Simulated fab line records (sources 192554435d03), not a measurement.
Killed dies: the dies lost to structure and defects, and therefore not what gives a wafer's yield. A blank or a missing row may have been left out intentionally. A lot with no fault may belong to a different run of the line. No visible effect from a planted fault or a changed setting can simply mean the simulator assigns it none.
Chamber matching | flow n5Finfet | N5_BEOL_M9_ETCH_62 on rieDiel-01: 4 sister chambers
The step etches SOC in N2/H2, target depth 110 nm, overetch 22 nm, time 165 s. 4 wafers are shown with their chamber, then 12 later ones without.

== WAFERS PAIRED WITH THEIR CHAMBERS ==
wafer  | chamber | throttleValvePct (%)
L088.4 | 2       | 18.15
L087.2 | 1       | 17.60
L087.4 | 3       | 17.74
L087.6 | 0       | 17.37

== WAFERS MISSING THEIR CHAMBER ==
wafer  | throttleValvePct (%)
L094.1 | 17.62
L094.2 | 17.76
L094.5 | 17.64
L095.1 | 18.18
L095.2 | 17.75
L095.3 | 17.40
L095.4 | 17.63
L095.5 | 17.64
L095.6 | 17.40
L097.2 | 17.76
L097.3 | 17.39
L097.4 | 17.75

== THE CHAMBER EACH PASSED THROUGH ==
wafer  | from the rows above | in truth
L094.1 | 1                   | 1
L094.2 | 3                   | 3
L094.5 | 1                   | 1
L095.1 | 2                   | 2
L095.2 | 3                   | 3
L095.3 | 0                   | 0
L095.4 | 1                   | 1
L095.5 | 1                   | 1
L095.6 | 0                   | 0
L097.2 | 3                   | 3
L097.3 | 0                   | 0
L097.4 | 3                   | 3
12 of 12 placed correctly. Not placeable from these rows: 0. 0 placed wrongly.
How it was worked out, from the rows above alone: a wafer's distance from a chamber is the root of the sum, over the readings, of the square of ((its reading less the chamber's mean) divided by the reading's scatter). The wafer belongs to the nearest chamber; if the next one is less than 2 further off, it can't be placed. A chamber's mean is the mean of its shown wafers. The scatter: root of mean squared gap, hidden wafer to nearest shown wafer, with one shown wafer a chamber.
